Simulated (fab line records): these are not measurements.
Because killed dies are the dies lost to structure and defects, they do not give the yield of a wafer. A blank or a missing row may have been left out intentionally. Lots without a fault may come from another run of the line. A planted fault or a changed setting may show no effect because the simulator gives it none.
2 desks, one fault / flow nand harc / each desk has only its own numbers; what lay behind them comes last

## THE TOOL OWNER'S DESK: rie diel-09
The tool's own readings at NHARC_A_M0_ETCH_34 (etches the open film in N2/H2, target depth 40 nm, overetch 12 nm, time 43.94 s): means of the sampled wafers that have a number, for each lot that ran on this tool. If a lot's mean is further than 4 standard deviations from the usual mean, the lot is out of limits and carries the mark OUT (the distance appears in the brackets).
Columns: A = drypump motor current A at NHARC_A_M0_ETCH_34, usual 5.65 A; B = oes product au at NHARC_A_M0_ETCH_34, usual 1.002 a.u.; C = rf vpp V at NHARC_A_M0_ETCH_34, usual 430.9 V; D = run length s at NHARC_A_M0_ETCH_34, usual 65.4 s; E = showerhead plenum p Torr at NHARC_A_M0_ETCH_34, usual 2.05 Torr; F = throttle valve pct at NHARC_A_M0_ETCH_34, usual 14.171 %
lot=L382; first seen here=day 17 21:27; A=5.69; B=0.999; C=430.2; D=65.4; E=2.04; F=14.174
lot=L385; first seen here=day 17 21:56; A=5.88; B=1.004; C=432.0; D=65.5; E=2.11; F=14.175
lot=L389; first seen here=day 19 21:41; A=5.71; B=0.999; C=430.2; D=60.8 (-8.8) OUT; E=2.04; F=14.169
lot=L404; first seen here=day 23 12:32; A=5.86; B=1.009; C=432.1; D=65.3; E=2.11; F=14.177
Finding of this desk: L389 out of limits; the first was L389 at day 19 21:41, on run length s at NHARC_A_M0_ETCH_34. Within limits: L382, L385, L404.

## FROM THE METROLOGY DESK
Lot by lot, what the gauges showed, no matter which tool ran the lot: averages of those sampled wafers that carry a number. If a lot's mean is further than 4 standard deviations from the usual mean, the lot is out of limits and carries the mark OUT (the distance appears in the brackets).
Columns: A = cd nm at NHARC_A_M0_CD_MEAS_09, usual 79.9 nm
lot=L382; first seen here=day 17 21:11; A=79.7
lot=L385; first seen here=day 17 21:40; A=79.7
lot=L386; first seen here=day 18 15:34; A=79.9
lot=L383; first seen here=day 18 18:27; A=80.2
lot=L388; first seen here=day 19 10:43; A=79.8
lot=L389; first seen here=day 19 21:25; A=79.8
lot=L397; first seen here=day 22 06:05; A=80.3
lot=L398; first seen here=day 22 06:20; A=80.2
lot=L396; first seen here=day 22 07:05; A=79.9
lot=L402; first seen here=day 22 15:38; A=80.0
lot=L403; first seen here=day 22 22:31; A=79.8
lot=L404; first seen here=day 23 12:16; A=80.8
This desk's finding: nothing out of limits on any of the 12 lots.

## BROUGHT TOGETHER
At day 19 21:41, on L389, the tool owner's desk was in a position to raise an alarm.
The metrology desk saw nothing out of limits.
The metrology desk holds a record of L389, inside its limits.
On rie diel-09, each named lot ran NHARC_A_M0_ETCH_34.

## WHAT WAS PUT IN BY THE SIMULATOR
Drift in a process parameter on rie diel-09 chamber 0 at NHARC_A_M0_ETCH_34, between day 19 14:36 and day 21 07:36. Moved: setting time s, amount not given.
Shown lots that were struck: L389.
Delay in hours, fault start to first out-of-limits reading, by desk: the tool owner's desk at 7.
